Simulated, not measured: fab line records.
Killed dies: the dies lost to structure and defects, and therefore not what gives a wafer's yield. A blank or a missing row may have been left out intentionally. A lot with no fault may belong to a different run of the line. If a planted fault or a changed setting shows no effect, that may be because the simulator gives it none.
Chamber matching :: flow nandHarc :: rieDiel-01 running NHARC_A_STAIRCASE_DESCUM_252: 4 sister chambers
The step chemistry O2, time 3 s. 8 wafers are shown with their chamber, then 7 later ones without.

WAFERS, EACH WITH ITS CHAMBER
wafer: L076.6
chamber: 3
drypumpMotorCurrentA (A): 5.8
showerheadPlenumPTorr (Torr): 1.82

wafer: L081.3
chamber: 0
drypumpMotorCurrentA (A): 5.6
showerheadPlenumPTorr (Torr): 1.86

wafer: L081.5
chamber: 2
drypumpMotorCurrentA (A): 6.0
showerheadPlenumPTorr (Torr): 1.93

wafer: L088.4
chamber: 3
drypumpMotorCurrentA (A): 5.8
showerheadPlenumPTorr (Torr): 1.81

wafer: L090.3
chamber: 2
drypumpMotorCurrentA (A): 6.1
showerheadPlenumPTorr (Torr): 1.92

wafer: L090.6
chamber: 1
drypumpMotorCurrentA (A): 5.4
showerheadPlenumPTorr (Torr): 2.04

wafer: L092.1
chamber: 0
drypumpMotorCurrentA (A): 5.6
showerheadPlenumPTorr (Torr): 1.85

wafer: L092.4
chamber: 1
drypumpMotorCurrentA (A): 5.4
showerheadPlenumPTorr (Torr): 2.04

WAFERS MISSING THEIR CHAMBER
wafer: L092.6
drypumpMotorCurrentA (A): 5.4
showerheadPlenumPTorr (Torr): 2.04

wafer: L093.1
drypumpMotorCurrentA (A): 6.0
showerheadPlenumPTorr (Torr): 1.92

wafer: L093.2
drypumpMotorCurrentA (A): 5.6
showerheadPlenumPTorr (Torr): 1.85

wafer: L093.6
drypumpMotorCurrentA (A): 5.4
showerheadPlenumPTorr (Torr): 2.04

wafer: L097.1
drypumpMotorCurrentA (A): 5.6
showerheadPlenumPTorr (Torr): 1.85

wafer: L097.3
drypumpMotorCurrentA (A): 5.4
showerheadPlenumPTorr (Torr): 2.03

wafer: L097.6
drypumpMotorCurrentA (A): 6.1
showerheadPlenumPTorr (Torr): 1.92

THE CHAMBER EACH PASSED THROUGH
wafer: L092.6
from the rows above: 1
in truth: 1

wafer: L093.1
from the rows above: 2
in truth: 2

wafer: L093.2
from the rows above: 0
in truth: 0

wafer: L093.6
from the rows above: 1
in truth: 1

wafer: L097.1
from the rows above: 0
in truth: 0

wafer: L097.3
from the rows above: 1
in truth: 1

wafer: L097.6
from the rows above: 2
in truth: 2
Correctly placed: 7 of 7. Can't be placed from these rows: 0. 0 placed wrongly.
How it was worked out, from the rows above alone: a wafer's distance from a chamber is the root of the sum, over the readings, of the square of ((its reading less the chamber's mean) divided by the reading's scatter). The wafer belongs to the nearest chamber; if the next one is less than 2 further off, it can't be placed. Each chamber's mean is taken over the wafers shown for it. The scatter is the square root of a quotient: the sum, over the shown wafers, of each reading's squared deviation from its chamber's mean, divided by wafers minus chambers.
